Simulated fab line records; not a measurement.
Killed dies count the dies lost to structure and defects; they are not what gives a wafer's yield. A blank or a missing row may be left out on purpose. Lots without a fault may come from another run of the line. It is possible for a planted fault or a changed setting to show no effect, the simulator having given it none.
Split-lot study + flow n5Finfet + 7 lots, 21 wafers read, on a route of 1938 steps

== ABOUT THE SPLIT ==
At N5_BEOL_M15_PEB_26 (peb time 90 s), the setting pebTimeS was moved away from the recipe's 90 s on 5 of the 21 wafers read, by -8.6% to +18.7%. For the rest of the wafers, this setting stayed at what the recipe calls for.

== FROM THE SPLIT TO THE READING: what the file shows between them, 2 steps ==
- N5_BEOL_M15_DEVELOP_27: develop time 45 s
- N5_BEOL_M15_HARDBAKE_32: time 120 s

== THE READING ==
cdNm at N5_BEOL_M15_CD_MEAS_28, given in nm (cd target 407.6 nm). On this fab line, fault-free wafers typically give 407.8 nm with a standard deviation of 1.3 nm.

| wafer  | tool, chamber at the split | pebTimeS as run, s | against the recipe | cdNm, nm | against lot-mates on the recipe |
|--------|----------------------------|--------------------|--------------------|----------|---------------------------------|
| L074.1 | lithoTrack-03, 0           | 90                 | recipe             | 405.0    | -                               |
| L074.2 | lithoTrack-03, 0           | 90                 | recipe             | 405.9    | -                               |
| L074.6 | lithoTrack-03, 0           | 82.3               | -8.6%              | 402.9    | -2.6                            |
| L076.1 | lithoTrack-03, 0           | 106.8              | +18.7%             | 415.3    | +5.9                            |
| L076.3 | lithoTrack-03, 0           | 90                 | recipe             | 409.2    | -                               |
| L076.6 | lithoTrack-03, 0           | 90                 | recipe             | 409.7    | -                               |
| L079.2 | lithoTrack-01, 0           | 90                 | recipe             | 407.7    | -                               |
| L079.4 | lithoTrack-01, 0           | 90                 | recipe             | 408.1    | -                               |
| L079.6 | lithoTrack-01, 0           | 105.7              | +17.4%             | 413.3    | +5.4                            |
| L081.3 | lithoTrack-02, 0           | 90                 | recipe             | 407.7    | -                               |
| L081.4 | lithoTrack-02, 0           | 90                 | recipe             | 408.8    | -                               |
| L081.6 | lithoTrack-02, 0           | 90                 | recipe             | 407.2    | -                               |
| L095.1 | lithoTrack-03, 0           | 104.7              | +16.3%             | 413.9    | +5.3                            |
| L095.4 | lithoTrack-03, 0           | 90                 | recipe             | 408.0    | -                               |
| L095.5 | lithoTrack-03, 0           | 90                 | recipe             | 409.1    | -                               |
| L097.1 | lithoTrack-01, 0           | 90                 | recipe             | 408.9    | -                               |
| L097.2 | lithoTrack-01, 0           | 96.23              | +6.9%              | 410.3    | +1.6                            |
| L097.5 | lithoTrack-01, 0           | 90                 | recipe             | 408.5    | -                               |
| L094.1 | lithoTrack-02, 0           | 90                 | recipe             | 408.9    | -                               |
| L094.3 | lithoTrack-02, 0           | 90                 | recipe             | 408.4    | -                               |
| L094.6 | lithoTrack-02, 0           | 90                 | recipe             | 410.0    | -                               |

FIT RESULTS
A straight line over all 21 wafers: cdNm changes by +0.37 nm for each +1% of pebTimeS; r = +0.89; the points scatter about the line by 1.3 nm.
The same after taking each lot's own level away (the mean of its wafers on the recipe; 21 wafers): +0.311 nm for each +1%; r = +0.98; scatter 0.48 nm.
The reading moves by 5.8 nm for the largest change in pebTimeS, on that fit.
Measured against the standard deviation above, the lots' own levels, which go from 405.45 to 409.45 nm, span 3.1 times it.
Thus the slope moves with the lot-to-lot level: the two fits are different.
Check: +5.78 nm against its lot-mates is what the line predicts for one of the wafers moved furthest among these (+18.7%) when that wafer is left out of the fit. Against them it came out at +5.85 nm.

== OTHER SPLITS ON THESE WAFERS ==
Before the reading, these wafers also passed through other splits. Each is held against what the fit with the lots' levels taken away leaves over:
| other split on the same wafers | wafers away from the commonest value | r with cdNm (lot level and that fit taken away) |
|--------------------------------|--------------------------------------|-------------------------------------------------|
| N5_BEOL_M13_EXPOSE_25 doseMj   | 4                                    | +0.26                                           |
| N5_BEOL_M13_ETCH_68 timeS      | 8                                    | +0.09                                           |
| N5_BEOL_M13_SPUTTER_44 timeS   | 8                                    | +0.19                                           |
| N5_BEOL_M14_ILD_DEP_00 tempC   | 9                                    | +0.11                                           |

== THE WHOLE CHAIN: every reading that the file lists as answering this split, in the file's order ==
| step                   | what it does                                                            | reading                                                        | change (the file's fit)               | r (the file's) |
|------------------------|-------------------------------------------------------------------------|----------------------------------------------------------------|---------------------------------------|----------------|
| N5_BEOL_M15_CD_MEAS_28 | target cd 407.6 nm                                                      | cdNm                                                           | +0.31 nm for each +1% of the setting  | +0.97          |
| N5_BEOL_M15_DESCUM_33  | chemistry O2, time 7.9 s                                                | BEOL_M15.cdNm (the simulator's own value, which no gauge read) | +0.309 nm for each +1% of the setting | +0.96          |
| N5_BEOL_M15_ETCH_61    | etches BARC in N2/H2, target depth 89 nm, overetch 26.7 nm, time 67.9 s | BEOL_M15.cdNm (the simulator's own value, which no gauge read) | +0.329 nm for each +1% of the setting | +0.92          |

== THE FILE'S OWN FIT ==
cdNm changes by +0.31 nm for each +1% of pebTimeS, r = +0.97.
